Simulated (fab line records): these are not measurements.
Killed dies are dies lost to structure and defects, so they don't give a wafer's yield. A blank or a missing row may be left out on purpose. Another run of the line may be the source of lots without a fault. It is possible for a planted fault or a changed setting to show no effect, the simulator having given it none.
Chamber matching + flow nand_harc + 3 sister chambers for NHARC_P_M1_PRE_CLEAN_32 on pecvd-04
The step time 12 s. 3 wafers are shown with their chamber, then 7 later ones without.

## EACH WAFER AND ITS CHAMBER
| wafer  | chamber | heater_power_w (W) |
|--------|---------|--------------------|
| L091.4 | 0       | 622                |
| L091.6 | 1       | 723                |
| L094.5 | 2       | 598                |

## WAFERS WHOSE CHAMBER IS MISSING
| wafer  | heater_power_w (W) |
|--------|--------------------|
| L094.6 | 663                |
| L097.3 | 739                |
| L097.4 | 598                |
| L097.6 | 704                |
| L097.1 | 710                |
| L097.2 | 609                |
| L097.5 | 743                |

## THE CHAMBER EACH PASSED THROUGH
| wafer  | from the rows above          | in truth                   |
|--------|------------------------------|----------------------------|
| L094.6 | can't be placed: 0 or 1 or 2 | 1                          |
| L097.3 | 1                            | 1                          |
| L097.4 | can't be placed: 2 or 0      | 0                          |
| L097.6 | 1                            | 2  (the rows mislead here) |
| L097.1 | 1                            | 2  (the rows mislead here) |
| L097.2 | can't be placed: 2 or 0      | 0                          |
| L097.5 | 1                            | 1                          |
Correctly placed: 2 of 7. Unplaceable from these rows: 3, with the true chamber sitting among the candidates in 3. Number placed wrongly: 2.
How it was worked out, from the rows above alone: a wafer's distance from a chamber is the root of the sum, over the readings, of the square of ((its reading less the chamber's mean) divided by the reading's scatter). The wafer belongs to the nearest chamber; if the next one is less than 2 further off, it can't be placed. For every chamber, the mean is computed from those of its wafers that are shown. The scatter: root of mean squared gap, hidden wafer to nearest shown wafer, with one shown wafer a chamber.
